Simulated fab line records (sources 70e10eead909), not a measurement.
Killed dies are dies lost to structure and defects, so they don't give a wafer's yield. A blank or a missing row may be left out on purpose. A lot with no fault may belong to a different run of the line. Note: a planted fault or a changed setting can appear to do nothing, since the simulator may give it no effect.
Which tool did it? :: flow nand harc :: 13 lots with 39 wafers sampled at 4 steps, on a route of 1302 steps

WHAT EACH GAUGE READ, for each wafer
NHARC_P_BONDPAD_INSPECT_23. Usual: raw defect count reads 334 (standard deviation 130).
lot: L867
measured: day 6 21:54
on: defect inspect-02
raw defect count: 554 496 332
flag: 

lot: L868
measured: day 6 23:43
on: defect inspect-01
raw defect count: 192 245 127
flag: 

lot: L869
measured: day 7 13:32
on: defect inspect-02
raw defect count: 304 202 242
flag: 

lot: L873
measured: day 9 16:34
on: defect inspect-01
raw defect count: 203 352 261
flag: 

lot: L874
measured: day 9 17:26
on: defect inspect-02
raw defect count: 244 176 259
flag: 

lot: L875
measured: day 10 01:45
on: defect inspect-01
raw defect count: 265 302 349
flag: 

lot: L877
measured: day 10 17:33
on: defect inspect-02
raw defect count: 321 549 312
flag: 

lot: L876
measured: day 10 19:07
on: defect inspect-02
raw defect count: 297 126 519
flag: 

lot: L879
measured: day 11 18:55
on: defect inspect-01
raw defect count: 335 279 444
flag: 

lot: L881
measured: day 12 09:58
on: defect inspect-02
raw defect count: 357 231 321
flag: 

lot: L882
measured: day 13 07:03
on: defect inspect-02
raw defect count: 137 218 233
flag: 

lot: L884
measured: day 13 18:36
on: defect inspect-02
raw defect count: 263 258 279
flag: 

lot: L889
measured: day 15 15:11
on: defect inspect-01
raw defect count: 445 630 279
flag: 

EACH LOT AND THE TOOL THAT RAN IT (in order: tool; ch and the chambers of the sampled wafers; start)
lot: L867
NHARC_P_M2_ETCH_28: rie diel-05 ch 0,1,2, day 6 17:22 or earlier
NHARC_P_M2_DEP_33: pecvd-04 ch 0,2, day 6 17:22
NHARC_P_BONDPAD_ETCH_24: rie diel-12 ch 1,2,3, day 6 19:51

lot: L868
NHARC_P_M2_ETCH_28: rie diel-05 ch 1,2, day 6 19:19 or earlier
NHARC_P_M2_DEP_33: pecvd-04 ch 0,1,2, day 6 19:19
NHARC_P_BONDPAD_ETCH_24: rie diel-04 ch 1,3, day 6 21:41

lot: L869
NHARC_P_M2_ETCH_28: rie diel-07 ch 1,2,3, day 7 09:11 or earlier
NHARC_P_M2_DEP_33: pecvd-04 ch 0,2, day 7 09:11
NHARC_P_BONDPAD_ETCH_24: rie diel-02 ch 0,3, day 7 11:30

lot: L873
NHARC_P_M2_ETCH_28: rie diel-01 ch 1,2,3, day 9 12:08 or earlier
NHARC_P_M2_DEP_33: pecvd-01 ch 0,2, day 9 12:08
NHARC_P_BONDPAD_ETCH_24: rie diel-12 ch 0,1,2, day 9 14:24

lot: L874
NHARC_P_M2_ETCH_28: rie diel-01 ch 0,3, day 9 12:58 or earlier
NHARC_P_M2_DEP_33: pecvd-04 ch 0,1,2, day 9 12:58
NHARC_P_BONDPAD_ETCH_24: rie diel-04 ch 0,2, day 9 15:25

lot: L875
NHARC_P_M2_ETCH_28: rie diel-05 ch 0,1, day 9 21:23 or earlier
NHARC_P_M2_DEP_33: pecvd-01 ch 0,1,2, day 9 21:23
NHARC_P_BONDPAD_ETCH_24: rie diel-04 ch 0,2,3, day 9 23:44

lot: L877
NHARC_P_M2_ETCH_28: rie diel-05 ch 0,1,3, day 10 13:10 or earlier
NHARC_P_M2_DEP_33: pecvd-03 ch 1,2, day 10 13:10
NHARC_P_BONDPAD_ETCH_24: rie diel-12 ch 1,2,3, day 10 15:30

lot: L876
NHARC_P_M2_ETCH_28: rie diel-01 ch 0,2,3, day 10 14:38 or earlier
NHARC_P_M2_DEP_33: pecvd-04 ch 0,2, day 10 14:38
NHARC_P_BONDPAD_ETCH_24: rie diel-12 ch 0,1,2, day 10 17:03

lot: L879
NHARC_P_M2_ETCH_28: rie diel-05 ch 0,1,3, day 11 14:24 or earlier
NHARC_P_M2_DEP_33: pecvd-04 ch 0,1, day 11 14:24
NHARC_P_BONDPAD_ETCH_24: rie diel-02 ch 2,3, day 11 16:53

lot: L881
NHARC_P_M2_ETCH_28: rie diel-01 ch 0,1, day 12 05:13 or earlier
NHARC_P_M2_DEP_33: pecvd-03 ch 0,1, day 12 05:13
NHARC_P_BONDPAD_ETCH_24: rie diel-04 ch 0,1,2, day 12 07:58

lot: L882
NHARC_P_M2_ETCH_28: rie diel-01 ch 0,3, day 13 02:43 or earlier
NHARC_P_M2_DEP_33: pecvd-01 ch 0,1,2, day 13 02:43
NHARC_P_BONDPAD_ETCH_24: rie diel-12 ch 0,1, day 13 05:01

lot: L884
NHARC_P_M2_ETCH_28: rie diel-01 ch 0,1,2, day 13 14:10 or earlier
NHARC_P_M2_DEP_33: pecvd-04 ch 0,1,2, day 13 14:10
NHARC_P_BONDPAD_ETCH_24: rie diel-04 ch 0,1,2, day 13 16:35

lot: L889
NHARC_P_M2_ETCH_28: rie diel-05 ch 0,3, day 15 10:50 or earlier
NHARC_P_M2_DEP_33: pecvd-04 ch 0,1, day 15 10:50
NHARC_P_BONDPAD_ETCH_24: rie diel-12 ch 0,1,2, day 15 13:11
- NHARC_P_M2_ETCH_28: etches the open film in CF4/N2, target depth 30 nm, time 72.99 s.
- NHARC_P_M2_DEP_33: deposits SiCN, target thk 30 nm.
- NHARC_P_BONDPAD_ETCH_24: etches the open film in CF4/N2, target depth 30 nm, time 72.99 s.

WHAT THE TOOLS THEMSELVES READ (means of the sampled wafers that have a number; where no wafer has one, the mark that the record gives instead)
NHARC_P_M2_ETCH_28. Usual: drypump motor current A 5.6 A, standard deviation 0.59; n2 flow sccm 100.0 sccm, standard deviation 0.32; oes product au 0.996 a.u., standard deviation 0.011; rf fwd power W 297.6 W, standard deviation 1.1; rf vpp V 314.8 V, standard deviation 2.1; run length s 94.3 s, standard deviation 0.43; showerhead plenum p Torr 2.66 Torr, standard deviation 0.11; throttle valve pct 19.795 %, standard deviation 0.0094.
lot: L867
tool: rie diel-05
drypump motor current A (A): 6.1
n2 flow sccm (sccm): 99.9
oes product au (a.u.): 0.989
rf fwd power W (W): 296.9
rf vpp V (V): 314.1
run length s (s): 94.1
showerhead plenum p Torr (Torr): 2.64
throttle valve pct (%): 19.794
flag: 

lot: L868
tool: rie diel-05
drypump motor current A (A): 6.1
n2 flow sccm (sccm): 99.9
oes product au (a.u.): 0.991
rf fwd power W (W): 297.5
rf vpp V (V): 313.9
run length s (s): 93.9
showerhead plenum p Torr (Torr): 2.61
throttle valve pct (%): 19.808
flag: 

lot: L869
tool: rie diel-07
drypump motor current A (A): 5.9
n2 flow sccm (sccm): 100.1
oes product au (a.u.): 1.005
rf fwd power W (W): 296.9
rf vpp V (V): 313.8
run length s (s): 94.8
showerhead plenum p Torr (Torr): 2.56
throttle valve pct (%): 19.791
flag: 

lot: L873
tool: rie diel-01
drypump motor current A (A): 5.3
n2 flow sccm (sccm): 100.0
oes product au (a.u.): 0.994
rf fwd power W (W): 297.5
rf vpp V (V): 316.8
run length s (s): 94.0
showerhead plenum p Torr (Torr): 2.77
throttle valve pct (%): 19.791
flag: 

lot: L874
tool: rie diel-01
drypump motor current A (A): 4.8
n2 flow sccm (sccm): 99.9
oes product au (a.u.): 0.999
rf fwd power W (W): 298.6
rf vpp V (V): 314.1
run length s (s): 94.0
showerhead plenum p Torr (Torr): 2.63
throttle valve pct (%): 19.788
flag: 

lot: L875
tool: rie diel-05
drypump motor current A (A): 6.0
n2 flow sccm (sccm): 99.9
oes product au (a.u.): 0.995
rf fwd power W (W): 297.5
rf vpp V (V): 312.5
run length s (s): 94.4
showerhead plenum p Torr (Torr): 2.58
throttle valve pct (%): 19.794
flag: 

lot: L877
tool: rie diel-05
drypump motor current A (A): 6.0
n2 flow sccm (sccm): 99.7
oes product au (a.u.): 1.002
rf fwd power W (W): 297.6
rf vpp V (V): 313.8
run length s (s): 94.1
showerhead plenum p Torr (Torr): 2.64
throttle valve pct (%): 19.803
flag: 

lot: L876
tool: rie diel-01
drypump motor current A (A): 5.1
n2 flow sccm (sccm): 99.8
oes product au (a.u.): 0.996
rf fwd power W (W): 297.7
rf vpp V (V): 314.5
run length s (s): 94.1
showerhead plenum p Torr (Torr): 2.67
throttle valve pct (%): 19.796
flag: 

lot: L879
tool: rie diel-05
drypump motor current A (A): 6.0
n2 flow sccm (sccm): 100.1
oes product au (a.u.): 0.987
rf fwd power W (W): 298.6
rf vpp V (V): 314.3
run length s (s): 94.3
showerhead plenum p Torr (Torr): 2.64
throttle valve pct (%): 19.797
flag: 

lot: L881
tool: rie diel-01
drypump motor current A (A): 5.0
n2 flow sccm (sccm): 100.2
oes product au (a.u.): 0.993
rf fwd power W (W): 297.9
rf vpp V (V): 315.2
run length s (s): 94.4
showerhead plenum p Torr (Torr): 2.71
throttle valve pct (%): 19.794
flag: 

lot: L882
tool: rie diel-01
drypump motor current A (A): 4.8
n2 flow sccm (sccm): 99.9
oes product au (a.u.): 1.005
rf fwd power W (W): 298.0
rf vpp V (V): 313.0
run length s (s): 94.5
showerhead plenum p Torr (Torr): 2.57
throttle valve pct (%): 19.797
flag: 

lot: L884
tool: rie diel-01
drypump motor current A (A): 5.3
n2 flow sccm (sccm): 99.7
oes product au (a.u.): 1.006
rf fwd power W (W): 297.5
rf vpp V (V): 315.9
run length s (s): 94.4
showerhead plenum p Torr (Torr): 2.71
throttle valve pct (%): 19.797
flag: 

lot: L889
tool: rie diel-05
drypump motor current A (A): 6.0
n2 flow sccm (sccm): 99.9
oes product au (a.u.): 0.984
rf fwd power W (W): 297.3
rf vpp V (V): 314.9
run length s (s): 94.4
showerhead plenum p Torr (Torr): 2.67
throttle valve pct (%): 19.797
flag: 

NHARC_P_M2_DEP_33. Usual: heater power w 588 W, standard deviation 91; rf fwd power W 448.8 W, standard deviation 1.5; susceptor temp C 369.96 C, standard deviation 0.22.
lot: L867
tool: pecvd-04
heater power w (W): 599
rf fwd power W (W): 449.0
susceptor temp C (C): 369.91
flag: 

lot: L868
tool: pecvd-04
heater power w (W): 599
rf fwd power W (W): 448.1
susceptor temp C (C): 369.76
flag: 

lot: L869
tool: pecvd-04
heater power w (W): 576
rf fwd power W (W): 446.8
susceptor temp C (C): 370.02
flag: 

lot: L873
tool: pecvd-01
heater power w (W): 554
rf fwd power W (W): 451.2
susceptor temp C (C): 370.00
flag: 

lot: L874
tool: pecvd-04
heater power w (W): 573
rf fwd power W (W): 448.3
susceptor temp C (C): 369.83
flag: 

lot: L875
tool: pecvd-01
heater power w (W): 672
rf fwd power W (W): 448.4
susceptor temp C (C): 369.82
flag: 

lot: L877
tool: pecvd-03
heater power w (W): 511
rf fwd power W (W): 448.8
susceptor temp C (C): 370.16
flag: 

lot: L876
tool: pecvd-04
heater power w (W): 585
rf fwd power W (W): 447.1
susceptor temp C (C): 370.08
flag: 

lot: L879
tool: pecvd-04
heater power w (W): 597
rf fwd power W (W): 450.8
susceptor temp C (C): 369.73
flag: 

lot: L881
tool: pecvd-03
heater power w (W): 519
rf fwd power W (W): 448.5
susceptor temp C (C): 369.92
flag: 

lot: L882
tool: pecvd-01
heater power w (W): 677
rf fwd power W (W): 448.5
susceptor temp C (C): 369.92
flag: 

lot: L884
tool: pecvd-04
heater power w (W): 609
rf fwd power W (W): 447.4
susceptor temp C (C): 369.81
flag: 

lot: L889
tool: pecvd-04
heater power w (W): 651
rf fwd power W (W): 447.3
susceptor temp C (C): 369.84
flag: 

NHARC_P_BONDPAD_ETCH_24. Usual: drypump motor current A 5.3 A, standard deviation 0.35; n2 flow sccm 100.0 sccm, standard deviation 0.3; oes product au 1.003 a.u., standard deviation 0.011; rf fwd power W 297.3 W, standard deviation 1.2; rf vpp V 313.9 V, standard deviation 1.8; run length s 94.3 s, standard deviation 0.37; showerhead plenum p Torr 2.61 Torr, standard deviation 0.092; throttle valve pct 19.794 %, standard deviation 0.0096.
lot: L867
tool: rie diel-12
drypump motor current A (A): 5.2
n2 flow sccm (sccm): 100.1
oes product au (a.u.): 1.008
rf fwd power W (W): 296.3
rf vpp V (V): 314.2
run length s (s): 94.5
showerhead plenum p Torr (Torr): 2.62
throttle valve pct (%): 19.796
flag: 

lot: L868
tool: rie diel-04
drypump motor current A (A): 5.2
n2 flow sccm (sccm): 99.8
oes product au (a.u.): 0.999
rf fwd power W (W): 296.2
rf vpp V (V): 313.3
run length s (s): 94.4
showerhead plenum p Torr (Torr): 2.57
throttle valve pct (%): 19.795
flag: 

lot: L869
tool: rie diel-02
drypump motor current A (A): 5.4
n2 flow sccm (sccm): 100.0
oes product au (a.u.): 1.001
rf fwd power W (W): 298.5
rf vpp V (V): 315.0
run length s (s): 94.2
showerhead plenum p Torr (Torr): 2.69
throttle valve pct (%): 19.803
flag: 

lot: L873
tool: rie diel-12
drypump motor current A (A): 5.3
n2 flow sccm (sccm): 100.3
oes product au (a.u.): 1.017
rf fwd power W (W): 297.2
rf vpp V (V): 314.4
run length s (s): 94.4
showerhead plenum p Torr (Torr): 2.63
throttle valve pct (%): 19.790
flag: 

lot: L874
tool: rie diel-04
drypump motor current A (A): 5.2
n2 flow sccm (sccm): 99.8
oes product au (a.u.): 1.003
rf fwd power W (W): 297.0
rf vpp V (V): 314.3
run length s (s): 94.0
showerhead plenum p Torr (Torr): 2.62
throttle valve pct (%): 19.802
flag: 

lot: L875
tool: rie diel-04
drypump motor current A (A): 5.3
n2 flow sccm (sccm): 100.1
oes product au (a.u.): 0.998
rf fwd power W (W): 296.6
rf vpp V (V): 313.5
run length s (s): 94.3
showerhead plenum p Torr (Torr): 2.58
throttle valve pct (%): 19.793
flag: 

lot: L877
tool: rie diel-12
drypump motor current A (A): 5.2
n2 flow sccm (sccm): 99.8
oes product au (a.u.): 1.008
rf fwd power W (W): 297.5
rf vpp V (V): 313.3
run length s (s): 94.3
showerhead plenum p Torr (Torr): 2.62
throttle valve pct (%): 19.802
flag: 

lot: L876
tool: rie diel-12
drypump motor current A (A): 5.3
n2 flow sccm (sccm): 100.0
oes product au (a.u.): 1.015
rf fwd power W (W): 297.4
rf vpp V (V): 314.6
run length s (s): 94.5
showerhead plenum p Torr (Torr): 2.62
throttle valve pct (%): 19.793
flag: 

lot: L879
tool: rie diel-02
drypump motor current A (A): 5.9
n2 flow sccm (sccm): 100.4
oes product au (a.u.): 0.997
rf fwd power W (W): 298.4
rf vpp V (V): 313.7
run length s (s): 94.3
showerhead plenum p Torr (Torr): 2.63
throttle valve pct (%): 19.787
flag: 

lot: L881
tool: rie diel-04
drypump motor current A (A): 5.1
n2 flow sccm (sccm): 99.8
oes product au (a.u.): 0.999
rf fwd power W (W): 297.8
rf vpp V (V): 313.2
run length s (s): 94.2
showerhead plenum p Torr (Torr): 2.56
throttle valve pct (%): 19.788
flag: 

lot: L882
tool: rie diel-12
drypump motor current A (A): 5.5
n2 flow sccm (sccm): 99.8
oes product au (a.u.): 0.996
rf fwd power W (W): 297.2
rf vpp V (V): 313.3
run length s (s): 94.3
showerhead plenum p Torr (Torr): 2.55
throttle valve pct (%): 19.796
flag: 

lot: L884
tool: rie diel-04
drypump motor current A (A): 5.1
n2 flow sccm (sccm): 100.1
oes product au (a.u.): 1.002
rf fwd power W (W): 297.8
rf vpp V (V): 313.7
run length s (s): 94.1
showerhead plenum p Torr (Torr): 2.56
throttle valve pct (%): 19.795
flag: 

lot: L889
tool: rie diel-12
drypump motor current A (A): 5.3
n2 flow sccm (sccm): 99.9
oes product au (a.u.): 1.020
rf fwd power W (W): 297.1
rf vpp V (V): 314.3
run length s (s): 88.0
showerhead plenum p Torr (Torr): 2.62
throttle valve pct (%): 19.793
flag: OFF

THE ANSWER, worked out from the rows above alone
Rule: lot off if the mean of its wafers having a number is beyond 3 standard deviations from the usual mean. Also off: a lot with no number at a reading for which 4 or more lots have one. Where the step has rows for the other lots, those lots are counted as sound. First the gauges in route order, then the tools' own readings, where a lot's mean is used as printed above. The first step at which some lot is off is used, and at that step the reading that is off furthest; a lot without a number counts as furthest.
Off: L889 (NHARC_P_BONDPAD_ETCH_24, run length s).
A tool fits if, at that step or a process step before it, it ran every lot that is off, and no sound lot after the first of them. NHARC_P_M2_ETCH_28 gives no start for some lots, so the hours and the order of its lots are those of NHARC_P_M2_DEP_33. Can't be told from this: 3 tools fit, rie diel-05 at NHARC_P_M2_ETCH_28, pecvd-04 at NHARC_P_M2_DEP_33, rie diel-12 at NHARC_P_BONDPAD_ETCH_24.

WHAT THE SIMULATOR HAD INSERTED
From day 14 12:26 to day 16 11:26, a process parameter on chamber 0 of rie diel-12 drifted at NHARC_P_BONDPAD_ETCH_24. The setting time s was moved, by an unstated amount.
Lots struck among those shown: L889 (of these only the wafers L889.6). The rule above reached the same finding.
